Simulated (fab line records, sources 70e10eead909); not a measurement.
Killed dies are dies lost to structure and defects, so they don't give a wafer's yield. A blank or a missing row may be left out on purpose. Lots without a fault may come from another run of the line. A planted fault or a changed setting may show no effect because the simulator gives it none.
Chamber matching | flow nand_harc | NHARC_P_ZERO_WELL_ETCH_65 on rie_diel-03: 4 sister chambers
The step etches the open film in N2/H2, target depth 80 nm, overetch 24 nm, time 87.88 s. 4 wafers are shown with their chamber, then 7 later ones without.

WAFERS WITH THEIR CHAMBER
wafer  | chamber | showerhead_plenum_p_Torr (Torr)
L923.1 | 0       | 1.99
L923.6 | 1       | 1.96
L927.1 | 2       | 2.19
L927.2 | 3       | 1.91

WAFERS WITHOUT THEIR CHAMBER
wafer  | showerhead_plenum_p_Torr (Torr)
L927.5 | 1.91
L932.2 | 1.96
L932.3 | 1.90
L932.6 | 1.90
L933.1 | 1.98
L933.3 | 2.19
L933.4 | 1.90

WHICH CHAMBER EACH WENT THROUGH
wafer  | from the rows above     | in truth
L927.5 | 3                       | 3
L932.2 | 1                       | 1
L932.3 | 3                       | 3
L932.6 | 3                       | 3
L933.1 | can't be placed: 0 or 1 | 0
L933.3 | 2                       | 2
L933.4 | 3                       | 3
Placed correctly: 6 of 7. Can't be placed from these rows: 1 (the true chamber is among the candidates in 1). Placed wrongly: 0.
How it was worked out, from the rows above alone: a wafer's distance from a chamber is the root of the sum, over the readings, of the square of ((its reading less the chamber's mean) divided by the reading's scatter). The wafer belongs to the nearest chamber; if the next one is less than 2 further off, it can't be placed. A chamber's mean is the mean of its shown wafers. The scatter: with one shown wafer a chamber, the root of the mean of the squares of how far each hidden wafer lies from its nearest shown one.
